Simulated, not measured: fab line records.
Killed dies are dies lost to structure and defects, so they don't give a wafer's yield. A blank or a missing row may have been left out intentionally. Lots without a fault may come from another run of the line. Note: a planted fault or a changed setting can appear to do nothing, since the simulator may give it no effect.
The tool behind it: which one?    flow n5 finfet    Sampling: 9 lots, 27 wafers, 3 of 1938 route steps

## WHAT THE GAUGES READ, wafer by wafer
N5_DUMMY_GATE_THK_MEAS_05.
lot   measured     on             thk nm (nm)
L751  day 2 17:41  film metro-02  71.4 72.6 72.3
L752  day 3 00:13  film metro-02  72.0 72.7 72.2
L757  day 4 08:01  film metro-02  73.3 72.2 73.3
L758  day 4 11:28  film metro-01  75.3 72.4 70.6
L759  day 4 21:20  film metro-02  71.6 70.0 74.8
L760  day 5 01:26  film metro-01  72.4 72.5 71.5
L761  day 5 06:02  film metro-02  70.9 75.6 72.9
L764  day 5 23:48  film metro-01  74.2 72.7 73.1
L771  day 7 17:33  film metro-01  53.1 50.9 50.9

## EACH LOT AND THE TOOL THAT RAN IT (in order: tool; ch and the chambers of the sampled wafers; start)
lot   N5_STI_FIN_REVEAL_ALD_14          N5_DUMMY_GATE_CVD_03
L751  ald sin-01 ch 1,2, day 2 04:43    lpcvd-01 ch 0/20,0/25,0/34, day 2 13:41
L752  ald sin-01 ch 0,2, day 2 10:43    lpcvd-01 ch 0/100,0/109,0/90, day 2 20:14
L757  ald sin-03 ch 0,3, day 3 17:11    lpcvd-01 ch 1/65,1/75,1/84, day 4 02:12
L758  ald sin-03 ch 0,1,3, day 3 22:29  lpcvd-02 ch 0/45,0/50,0/59, day 4 07:29
L759  ald sin-02 ch 0,1,3, day 4 06:53  lpcvd-01 ch 0/40,0/45,0/50, day 4 17:21
L760  ald sin-03 ch 0,3, day 4 10:29    lpcvd-01 ch 1/45,1/54,1/59, day 4 21:28
L761  ald sin-03 ch 0,1,3, day 4 16:49  lpcvd-02 ch 1/100,1/109,1/95, day 5 02:02
L764  ald sin-03 ch 0,1,2, day 5 09:44  lpcvd-02 ch 1/15,1/25,1/39, day 5 19:36
L771  ald sin-02 ch 0,1,3, day 7 04:46  lpcvd-02 ch 0/65,0/79,0/89, day 7 13:34
- N5_STI_FIN_REVEAL_ALD_14: deposits Si3N4, target thk 3 nm.
- N5_DUMMY_GATE_CVD_03: deposits a-Si from SiH4, target thk 150 nm, time 8042 s.

## THE ANSWER, worked out from the rows above alone
Rule: what is usual is taken from the lots themselves. The widest of any qualifying gaps counts: lots, ordered by their means at a reading, are off when they make up no more than a third of the lots, leave a main group of 4 or more, and stand apart from it by 3 or more times the standard deviation of that group's means. A main group whose means are all the same, to the digits that the tables above print for the reading, isn't used. A lot without any number at a reading at which 4 lots or more have one is off too. The other lots that the step has rows for count as sound.
Off at N5_DUMMY_GATE_THK_MEAS_05 (thk nm): L771. Mean 72.6 nm and standard deviation 0.47 in the main group.
If a tool, at a process step before that reading, ran all the lots that are off and no sound lot after the first of them, it fits. Those tools and the gauges at N5_DUMMY_GATE_THK_MEAS_05 are tried in the same way. Can't be told from this: 3 tools fit, ald sin-02 at N5_STI_FIN_REVEAL_ALD_14, lpcvd-02 at N5_DUMMY_GATE_CVD_03, film metro-01 at N5_DUMMY_GATE_THK_MEAS_05.

## WHAT WAS PUT IN BY THE SIMULATOR
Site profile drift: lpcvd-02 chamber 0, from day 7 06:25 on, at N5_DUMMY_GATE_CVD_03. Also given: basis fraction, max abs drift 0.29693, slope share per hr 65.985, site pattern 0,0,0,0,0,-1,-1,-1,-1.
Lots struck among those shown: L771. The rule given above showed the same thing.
